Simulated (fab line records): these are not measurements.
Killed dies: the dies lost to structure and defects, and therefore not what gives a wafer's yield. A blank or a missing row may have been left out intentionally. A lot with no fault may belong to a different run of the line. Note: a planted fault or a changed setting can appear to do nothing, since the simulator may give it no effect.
fab line records	flow nand-harc
record: lots: 12	wafers: 36	last-day: 34
route steps=1302 shown A_STAIRCASE@702 END@1302
lots with no fault: from the same line, run without faults
start-h: start of the lot's first displayed wafer, in hours after the record's first day	wait-h: time in hours since the lot's previous step	" repeats the value in the row above	L1.1+2: several wafers, shown together as one row	- no value, or no start given	* or withheld: withheld	< > ~ a bound
route shown NAME@n: a module of which the file shows steps, and the number in the route of the first	usual: mean and standard deviation over wafers with no fault	same: alike in all rows	chamber/n: place in a boat	sites: the reading at each site	_std_site: standard deviation across them	_edge_site: inner sites' mean taken away from outer sites' mean	radius-mm: how far each site lies from the wafer's centre	mask NAME#n: copy n	behind: tool/chamber where the wafer was last shaped	hold: why the lot was held/for how many hours/how that ended	device: whichever transistor did not switch (one of n, p or np)	end of line: the tests these same wafers got at the end of their route	where a step has no rows: the recipe by itself	killed: at the first sort, the dies lost to defects and structure; wafer yield is something else	map: shows each die of a wafer: x if killed, . if not, _ if none is there
set.NAME: the setting the step ran with; set.NAME@STEP: the setting that earlier step ran with	model.NAME: the simulator's own value behind a step, which no gauge read
route steps across a sampled set of lots; one table per step, one row per wafer
services: from which hour (start-h, from the record's first day; less than 0 if before it) a tool's chamber was out of use, for how many hours, and why
== steps ==
step: NHARC_A_STAIRCASE_ETCH_188
recipe: target-depth-a: 1000	time-s: 40.5	ion-energy-ev: 400	c4f8-flow-sccm: 20	o2-flow-sccm: 10	ar-flow-sccm: withheld	rf-w: 600	bias-w: 1000	chemistry: C4F8/O2
usual: bias-w: 1000/3.1	chamber-pressure-mTorr: 24.998/0.024	oes-product-au: 0.941/0.014	rf-vpp-V: 893/5.7
lot.wafer	tool	chamber	start-h	wait-h	bias-w	chamber-pressure-mTorr	oes-product-au	rf-hours-counter-h	rf-vpp-V
L975.3	rie-diel-06	0	-	-	996	25.010	0.932	15	897
L975.2	"	2	"	"	1005	25.015	0.916	15	892
L975.4	"	3	"	"	996	24.994	0.938	-	906
L974.4	rie-diel-02	0	-	-	998	25.039	0.945	55	888
L974.5	"	0	"	"	999	25.007	0.939	-	888
L974.6	"	1	"	"	1000	25.003	0.934	-	891
L977.1	rie-diel-04	1	-	-	1003	25.012	0.944	5	891
L977.6	"	1	"	"	1003	25.001	0.945	-	893
L977.5	"	2	"	"	999	24.963	0.931	-	889
L976.3	rie-diel-04	3	-	-	998	24.970	0.938	8	887
L976.2	"	0	"	"	998	25.009	0.939	7	889
L976.6	"	1	"	"	999	24.998	0.940	-	891
L986.4	rie-diel-02	3	-	-	1004	24.987	0.953	21	888
L986.1	"	0	"	"	997	24.978	0.956	12	888
L986.6	"	2	"	"	1002	25.006	0.953	-	898
L985.3	rie-diel-02	3	-	-	999	25.041	0.916	22	888
L985.5	"	2	"	"	1001	25.018	0.936	-	898
L985.6	"	3	"	"	999	24.957	0.915	-	889
L984.2	rie-diel-06	0	-	-	1000	24.987	0.945	49	896
L984.1	"	1	"	"	1002	25.004	0.951	33	900
L984.5	"	0	"	"	1002	25.010	0.937	-	894
L987.2	rie-diel-04	2	-	-	1002	24.989	0.923	43	889
L987.6	"	0	"	"	998	24.995	0.940	-	888
L987.5	"	1	"	"	999	25.008	0.936	-	890
L990.4	rie-diel-02	1	-	-	998	25.001	0.933	33	889
L990.2	"	3	"	"	998	25.005	0.931	37	888
L990.1	"	0	"	"	1001	24.999	0.919	27	889
L993.2	rie-diel-06	1	-	-	993	25.009	0.970	20	901
L993.1	"	3	"	"	996	24.958	0.949	21	904
L993.5	"	1	"	"	998	25.045	0.978	-	899
L995.6	rie-diel-06	1	-	-	999	25.030	0.943	-	899
L995.4	"	2	"	"	997	24.981	0.924	-	889
L995.5	"	3	"	"	999	24.979	0.928	-	905
L997.4	rie-diel-04	1	-	-	1004	24.984	0.956	11	891
L997.1	"	2	"	"	1001	25.002	0.939	14	889
L997.6	"	1	"	"	1000	25.040	0.959	-	890
step: NHARC_A_STAIRCASE_ETCH_194
recipe: target-depth-a: 1000	time-s: 40.5	ion-energy-ev: 400	c4f8-flow-sccm: 20	o2-flow-sccm: 10	ar-flow-sccm: withheld	rf-w: 600	bias-w: 1000	chemistry: C4F8/O2
usual: bias-w: 1000/3	chamber-pressure-mTorr: 24.997/0.021	oes-product-au: 0.941/0.012	rf-vpp-V: 893/6
lot.wafer	tool	chamber	start-h	wait-h	bias-w	chamber-pressure-mTorr	oes-product-au	rf-hours-counter-h	rf-vpp-V
L975.2	rie-diel-06	2	-	-	1000	24.988	0.923	15	892
L975.3	"	3	"	"	997	24.969	0.944	15	905
L975.4	"	2	"	"	999	24.983	0.929	-	893
L974.4	rie-diel-02	3	-	-	1001	25.003	0.949	48	888
L974.6	"	3	"	"	1003	25.005	0.937	-	888
L974.5	"	0	"	"	999	24.996	0.941	-	888
L977.1	rie-diel-04	0	-	-	1001	25.016	0.933	7	888
L977.5	"	1	"	"	999	24.964	0.936	-	890
L977.6	"	2	"	"	1000	24.973	0.928	-	890
L976.2	rie-diel-04	3	-	-	997	25.027	0.948	8	888
L976.3	"	1	"	"	1000	25.010	0.941	6	892
L976.6	"	2	"	"	1001	25.000	0.937	-	890
L986.4	rie-diel-02	3	-	-	1000	24.969	0.946	22	888
L986.1	"	0	"	"	999	25.014	0.952	12	889
L986.6	"	0	"	"	1000	24.989	0.951	-	890
L985.3	rie-diel-02	2	-	-	1001	25.029	0.945	21	896
L985.6	"	3	"	"	1003	24.987	0.939	-	886
L985.5	"	0	"	"	998	24.953	0.938	-	889
L984.1	rie-diel-06	2	-	-	1002	25.022	0.917	53	891
L984.2	"	0	"	"	1004	24.997	0.926	49	896
L984.5	"	2	"	"	1001	24.953	0.920	-	890
L987.2	rie-diel-04	1	-	-	1008	24.985	0.952	41	890
L987.5	"	3	"	"	1002	25.029	0.936	-	886
L987.6	"	0	"	"	1003	25.014	0.969	-	887
L990.4	rie-diel-02	2	-	-	1002	24.979	0.967	36	895
L990.1	"	0	"	"	997	24.978	0.932	28	887
L990.2	"	1	"	"	1003	24.965	0.942	34	890
L993.1	rie-diel-06	0	-	-	1000	24.994	0.944	14	893
L993.2	"	2	"	"	1002	25.021	0.948	24	891
L993.5	"	0	"	"	1001	25.014	0.949	-	894
L995.4	rie-diel-06	1	-	-	1001	25.023	0.928	-	899
L995.5	"	2	"	"	999	25.017	0.922	-	890
L995.6	"	3	"	"	997	25.008	0.924	-	905
L997.1	rie-diel-04	2	-	-	1008	24.980	0.943	15	888
L997.4	"	1	"	"	998	24.991	0.949	11	891
L997.6	"	3	"	"	998	25.020	0.956	-	906
step: NHARC_A_STAIRCASE_TRIM_198
recipe: time-s: 211.2	o2-flow-sccm: 500	ar-flow-sccm: 0	bias-w: 0	chemistry: O2
usual: drypump-motor-current-A: 5.92/0.27	oes-product-au: 1.000/0.0096	rf-vpp-V: 57.7/0.93	showerhead-plenum-p-Torr: 3.44/0.16	throttle-valve-pct: 17.037/0.0091
lot.wafer	tool	chamber	start-h	wait-h	drypump-motor-current-A	oes-product-au	rf-hours-counter-h	rf-vpp-V	showerhead-plenum-p-Torr	throttle-valve-pct
L975.2	rie-diel-06	2	-	-	6.24	0.982	16	58.6	3.41	17.038
L975.3	"	3	"	"	5.78	1.009	16	60.4	3.80	17.030
L975.4	"	3	"	"	5.76	1.016	-	59.7	3.80	17.050
L974.4	rie-diel-02	0	-	-	5.92	1.006	56	56.8	3.33	17.046
L974.6	"	0	"	"	5.94	1.004	-	57.0	3.33	17.039
L974.5	"	1	"	"	5.85	1.016	-	56.4	3.39	17.035
L977.1	rie-diel-04	1	-	-	6.02	1.001	6	56.6	3.39	17.043
L977.6	"	1	"	"	5.97	1.006	-	58.5	3.39	17.033
L977.5	"	2	"	"	6.14	0.980	-	56.6	3.36	17.028
L976.3	rie-diel-02	0	-	-	5.91	1.003	57	57.8	3.33	17.024
L976.2	"	1	"	"	5.79	0.993	56	59.6	3.38	17.029
L976.6	"	0	"	"	5.97	1.000	-	56.4	3.33	17.037
L986.4	rie-diel-02	1	-	-	5.82	1.000	19	57.7	3.37	17.029
L986.1	"	2	"	"	6.11	1.001	21	57.0	3.54	17.041
L986.6	"	2	"	"	6.11	1.011	-	59.0	3.54	17.023
L985.3	rie-diel-06	3	-	-	5.79	0.998	48	59.3	3.78	17.054
L985.6	"	3	"	"	5.78	1.007	-	58.9	3.78	17.041
L985.5	"	0	"	"	5.14	0.989	-	58.1	3.52	17.040
L984.2	rie-diel-02	3	-	-	6.08	0.987	25	57.3	3.32	17.033
L984.1	"	0	"	"	5.95	0.994	18	58.6	3.32	17.038
L984.5	"	3	"	"	6.08	0.997	-	57.4	3.32	17.036
L987.2	rie-diel-06	1	-	-	6.03	1.017	1	60.1	3.62	17.052
L987.5	"	0	"	"	5.18	0.998	-	57.1	3.52	17.043
L987.6	"	1	"	"	6.06	1.012	-	57.7	3.62	17.045
L990.1	rie-diel-02	3	-	-	6.09	1.007	38	57.5	3.31	17.039
L990.2	"	0	"	"	5.92	1.003	28	57.1	3.31	17.038
L990.4	"	2	"	"	6.09	1.025	36	57.0	3.53	17.035
L993.1	rie-diel-02	0	-	-	5.99	0.995	37	56.0	3.31	17.048
L993.2	"	2	"	"	6.13	1.007	47	55.8	3.53	17.029
L993.5	"	0	"	"	5.94	0.989	-	57.7	3.31	17.040
L995.4	rie-diel-02	0	-	-	5.90	1.000	41	57.2	3.30	17.040
L995.5	"	1	"	"	5.81	1.011	-	57.5	3.36	17.030
L995.6	"	2	"	"	6.12	1.011	-	57.6	3.53	17.027
L997.4	rie-diel-02	3	-	-	6.08	1.005	1	56.2	3.30	17.032
L997.1	"	1	"	"	5.80	0.989	1	57.9	3.35	17.054
L997.6	"	0	"	"	5.93	0.995	-	56.5	3.30	17.030
step: NHARC_A_STAIRCASE_ETCH_201
recipe: target-depth-a: 1000	time-s: 40.5	ion-energy-ev: 400	c4f8-flow-sccm: 20	o2-flow-sccm: 10	ar-flow-sccm: withheld	rf-w: 600	bias-w: 1000	chemistry: C4F8/O2
usual: bias-w: 1000.1/2.9	chamber-pressure-mTorr: 25.000/0.021	oes-product-au: 0.945/0.014	rf-vpp-V: 893/5.7
lot.wafer	tool	chamber	start-h	wait-h	bias-w	chamber-pressure-mTorr	oes-product-au	rf-hours-counter-h	rf-vpp-V
L975.3	rie-diel-06	0	373.38	-	1000.8	25.045	0.933	16	897
L975.2	"	2	"	"	1003.1	24.996	0.927	16	892
L975.4	"	0	"	"	997.4	24.984	0.943	-	897
L974.4	rie-diel-02	2	384.28	-	997.6	24.998	0.951	52	897
L974.5	"	2	"	"	1003.4	24.969	0.949	-	897
L974.6	"	3	"	"	1004.4	25.032	0.942	-	889
L977.1	rie-diel-04	3	387.38	-	1002.0	25.009	0.927	8	887
L977.5	"	1	"	"	999.3	25.000	0.934	-	891
L977.6	"	2	"	"	1003.6	24.994	0.914	-	890
L976.2	rie-diel-02	3	388.25	-	1001.5	24.996	0.948	50	890
L976.3	"	1	"	"	999.1	24.977	0.950	56	892
L976.6	"	3	"	"	1003.7	25.014	0.940	-	889
L986.1	rie-diel-02	2	466.80	-	999.2	24.983	0.944	21	898
L986.4	"	0	"	"	995.0	25.025	0.918	13	887
L986.6	"	2	"	"	1000.1	25.035	0.943	-	897
L985.3	rie-diel-06	2	468.71	-	993.7	25.006	0.923	51	892
L985.6	"	0	"	"	999.7	25.010	0.936	-	895
L985.5	"	1	"	"	996.9	25.005	0.955	-	899
L984.1	rie-diel-02	1	474.40	-	-	-	-	-	-
L984.2	"	2	"	"	-	-	-	-	-
L984.5	"	2	"	"	-	-	-	-	-
L987.2	rie-diel-06	3	505.91	-	-	-	-	-	-
L987.5	"	2	"	"	-	-	-	-	-
L987.6	"	3	"	"	-	-	-	-	-
L990.4	rie-diel-02	2	514.65	-	1003.0	24.988	0.951	37	896
L990.2	"	3	"	"	1000.2	24.980	0.942	39	889
L990.1	"	0	"	"	998.4	24.993	0.948	28	888
L993.2	rie-diel-02	3	551.26	-	1001.2	25.006	0.939	49	888
L993.1	"	0	"	"	998.1	25.012	0.946	37	887
L993.5	"	0	"	"	999.9	25.022	0.948	-	887
L995.4	rie-diel-02	1	569.20	-	993.4	24.964	0.967	48	889
L995.5	"	2	"	"	1004.2	25.011	0.971	-	895
L995.6	"	3	"	"	999.7	24.977	0.947	-	888
L997.4	rie-diel-02	3	584.76	-	999.7	25.006	0.944	2	887
L997.1	"	0	"	"	1001.2	25.008	0.947	2	887
L997.6	"	3	"	"	998.1	24.989	0.945	-	887
step: NHARC_END_SORT_01
recipe: temp-c: 25
usual: killed-at-array: 58/20	killed-at-other: 0.8/1	killed-at-periphery: 4.6/2.8	killed-dies: 63/19	killed-open: 3.4/2	killed-short: 2.4/1.8
same: gross-dies: 677
lot.wafer	tool	chamber	start-h	wait-h	killed-at-array	killed-at-other	killed-at-periphery	killed-dies	killed-open	killed-short
L985.3	prober-02	0	680.66	3.1	51	0	9	60	3	3
L985.5	prober-02	0	682.26	3.7	51	0	2	53	3	3
L985.6	prober-02	0	683.07	4.0	46	0	9	55	3	4
L984.1	prober-01	0	686.72	2.5	673	0	4	677	6	1
L984.2	prober-01	0	687.50	2.8	672	0	5	677	4	4
L984.5	prober-01	0	689.84	3.6	668	2	7	677	4	3
L987.2	prober-02	0	702.10	2.8	673	0	4	677	5	1
L987.5	prober-02	0	704.52	3.7	669	2	6	677	9	0
L987.6	prober-02	0	705.33	4.0	677	0	0	677	3	1
L990.1	prober-01	0	726.57	2.5	67	1	1	69	3	4
L990.2	prober-01	0	727.37	2.8	46	0	3	49	4	0
L990.4	prober-01	0	728.98	3.4	40	1	1	42	0	0
L997.1	prober-01	0	801.57	2.5	60	1	2	63	2	1
L997.4	prober-01	0	803.99	3.4	73	0	3	76	7	1
L997.6	prober-01	0	805.60	4.0	82	0	4	86	6	0
killed by level:class
L985.3 A_SLIT:chamber-film-flake=30 A_CHANNEL_HOLE_D1:chamber-film-flake=6 A_CONTACT:chamber-film-flake=5 P_M2:chamber-film-flake=4 A_STAIRCASE:chamber-film-flake=4 A_CHANNEL_FILL_D2:geometric-particle:short=2 P_GATE:chamber-film-flake=2 P_CONTACT:geometric-particle:short=1
L985.5 A_SLIT:chamber-film-flake=32 A_CONTACT:chamber-film-flake=6 A_CHANNEL_HOLE_D1:chamber-film-flake=4 P_M2:chamber-film-flake=2 A_CHANNEL_FILL_D1:geometric-particle:short=1 A_CHANNEL_HOLE_D2:geometric-particle:open=1 A_CHANNEL_FILL_D2:geometric-particle:open=1 A_SGD_CUT:geometric-particle:short=1
L985.6 A_SLIT:chamber-film-flake=31 P_M2:chamber-film-flake=6 A_CONTACT:chamber-film-flake=4 A_CHANNEL_HOLE_D1:chamber-film-flake=3 A_STAIRCASE:chamber-film-flake=2 P_GATE:geometric-particle:short=1 P_M0:geometric-particle:short=1 A_ONON_D2:geometric-particle:open=1
L984.1 A_STAIRCASE:area-etch=634 A_CHANNEL_HOLE_D1:chamber-film-flake=23 A_STAIRCASE:chamber-film-flake=4 A_SLIT:chamber-film-flake=3 A_SOURCE_PLATE:geometric-particle:open=2 P_M2:chamber-film-flake=2 P_M0:geometric-particle:open=1 A_SGD_CUT:geometric-particle:open=1
L984.2 A_STAIRCASE:area-etch=630 A_CHANNEL_HOLE_D1:chamber-film-flake=29 A_CHANNEL_HOLE_D2:chamber-film-flake=3 A_STAIRCASE:chamber-film-flake=2 P_GATE:geometric-particle:short=1 P_CONTACT:geometric-particle:open=1 A_ONON_D2:geometric-particle:short=1 A_CHANNEL_HOLE_D2:geometric-particle:short=1
L984.5 A_STAIRCASE:area-etch=626 A_CHANNEL_HOLE_D1:chamber-film-flake=33 A_CONTACT:chamber-film-flake=3 P_M2:chamber-film-flake=3 A_SLIT:chamber-film-flake=3 P_M0:geometric-particle:open=2 P_BONDPAD:geometric-particle:short=1 A_DECK1_JOINT:geometric-particle:short=1
L987.2 A_STAIRCASE:area-etch=584 A_CHANNEL_HOLE_D1:chamber-film-flake=31 A_CHANNEL_HOLE_D2:chamber-film-flake=30 A_SLIT:chamber-film-flake=24 P_CONTACT:geometric-particle:open=2 P_STI:chamber-film-flake=2 A_CHANNEL_FILL_D1:geometric-particle:short=1 A_ONON_D2:geometric-particle:open=1
L987.5 A_STAIRCASE:area-etch=594 A_CHANNEL_HOLE_D2:chamber-film-flake=30 A_CHANNEL_HOLE_D1:chamber-film-flake=24 A_SLIT:chamber-film-flake=12 P_M0:chamber-film-flake=2 P_CONTACT:geometric-particle:open=1 P_M0:geometric-particle:open=1 P_BONDPAD:geometric-particle:open=1
L987.6 A_STAIRCASE:area-etch=580 A_SLIT:chamber-film-flake=34 A_CHANNEL_HOLE_D1:chamber-film-flake=32 A_CHANNEL_HOLE_D2:chamber-film-flake=20 A_STAIRCASE:chamber-film-flake=3 A_CONTACT:chamber-film-flake=3 A_DECK1_JOINT:geometric-particle:open=1 A_ONON_D2:geometric-particle:short=1
L990.1 A_SLIT:chamber-film-flake=35 A_CHANNEL_HOLE_D1:chamber-film-flake=10 A_CONTACT:chamber-film-flake=6 A_BLC:chamber-film-flake=5 A_CHANNEL_FILL_D1:geometric-particle:short=2 A_STAIRCASE:chamber-film-flake=2 A_CHANNEL_FILL_D1:geometric-particle:open=1 A_DECK1_JOINT:geometric-particle:short=1
L990.2 A_SLIT:chamber-film-flake=25 A_CHANNEL_HOLE_D1:chamber-film-flake=13 A_CONTACT:chamber-film-flake=3 A_SGD_CUT:chamber-film-flake=2 P_M0:geometric-particle:open=1 P_M1:geometric-particle:open=1 A_ONON_D1:geometric-particle:open=1 A_BLC:geometric-particle:open=1
L990.4 A_SLIT:chamber-film-flake=21 A_CHANNEL_HOLE_D1:chamber-film-flake=5 A_CONTACT:chamber-film-flake=5 A_BLC:chamber-film-flake=3 A_CHANNEL_FILL_D1:chamber-film-flake=2 A_CHANNEL_FILL_D2:chamber-film-flake=2 P_GATE:chamber-film-flake=1 A_STAIRCASE:chamber-film-flake=1
L997.1 A_SLIT:chamber-film-flake=27 A_CHANNEL_HOLE_D2:chamber-film-flake=15 A_CHANNEL_HOLE_D1:chamber-film-flake=9 A_CONTACT:chamber-film-flake=7 P_M1:geometric-particle:short=1 A_ONON_D1:geometric-particle:open=1 A_CHANNEL_FILL_D1:geometric-particle:open=1 P_ZERO_WELL:chamber-film-flake=1
L997.4 A_CHANNEL_HOLE_D2:chamber-film-flake=24 A_SLIT:chamber-film-flake=20 A_CHANNEL_HOLE_D1:chamber-film-flake=11 A_CONTACT:chamber-film-flake=7 A_STAIRCASE:chamber-film-flake=3 P_CONTACT:geometric-particle:open=2 A_CHANNEL_FILL_D1:geometric-particle:open=2 A_CHANNEL_FILL_D2:geometric-particle:open=1
L997.6 A_CHANNEL_HOLE_D2:chamber-film-flake=25 A_SLIT:chamber-film-flake=22 A_CHANNEL_HOLE_D1:chamber-film-flake=21 A_CONTACT:chamber-film-flake=8 A_WL_FILL:geometric-particle:open=2 P_ZERO_WELL:chamber-film-flake=2 P_M0:geometric-particle:open=1 A_CHANNEL_HOLE_D2:geometric-particle:open=1
== services ==
tool	chamber	start-h	hours	kind
rie-diel-02	0	348.27	-	clean
rie-diel-02	1	348.27	-	clean
rie-diel-02	2	348.27	-	clean
rie-diel-02	3	348.27	-	clean
rie-diel-04	-	355.18	9.0	pm
rie-diel-02	0	372.77	-	clean
rie-diel-02	1	372.77	-	clean
rie-diel-02	2	372.77	-	clean
rie-diel-02	3	372.77	-	clean
rie-diel-02	-	393.77	9.0	pm
rie-diel-02	0	393.77	9.0	vent-cycle
rie-diel-02	1	393.77	9.0	vent-cycle
rie-diel-02	2	393.77	9.0	vent-cycle
rie-diel-02	3	393.77	9.0	vent-cycle
rie-diel-02	0	402.77	-	clean
rie-diel-02	0	402.77	-	consumable-replace:focus-ring
rie-diel-06	-	485.34	9.0	pm
rie-diel-02	2	500.57	1.9	repair
rie-diel-04	2	506.47	6.2	repair
rie-diel-06	0	524.67	9.9	repair
rie-diel-04	-	532.18	9.0	pm
rie-diel-06	1	551.05	2.3	repair
rie-diel-06	0	565.19	10.4	repair
rie-diel-02	-	573.36	9.0	pm
== key ==
first-sign: step: NHARC_A_STAIRCASE_ETCH_201	reading: tool-record	direction: missing
effect: step: NHARC_END_SORT_01	reading: killed-dies	direction: up	sigmas: 32	usual: 63	struck: 677
more-kills-born-at: NHARC_A_STAIRCASE_ETCH_201@rie-diel-02: 1890	NHARC_A_STAIRCASE_ETCH_201@rie-diel-06: 1758
met-at NHARC_A_STAIRCASE_ETCH_201
struck-lots L984,L987
later-rows-left-out L984.1,L984.2,L984.5,L987.2,L987.5,L987.6
tester-left-out L984,L987
not-acting-at NHARC_A_STAIRCASE_ETCH_188,NHARC_A_STAIRCASE_ETCH_194,NHARC_A_STAIRCASE_TRIM_198
onset-between 468.71 474.40
fault: kind: skipped-step-whole	tool: rie-diel-02,rie-diel-06	chamber: -	onset-h: 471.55	steps: NHARC_A_STAIRCASE_ETCH_201	scope: struck-lots-only
tester-left-out: of these lots the tester's yield and bins aren't shown, on N5 and GAA mostly nor the transistor test; their killed dies are dies lost to structure and defects alone, not to doping, threshold or leakage, so they don't give the yield
later-rows-left-out: the simulator's readings of these wafers behind a module that went badly wrong aren't trusted and aren't shown, but for the sort
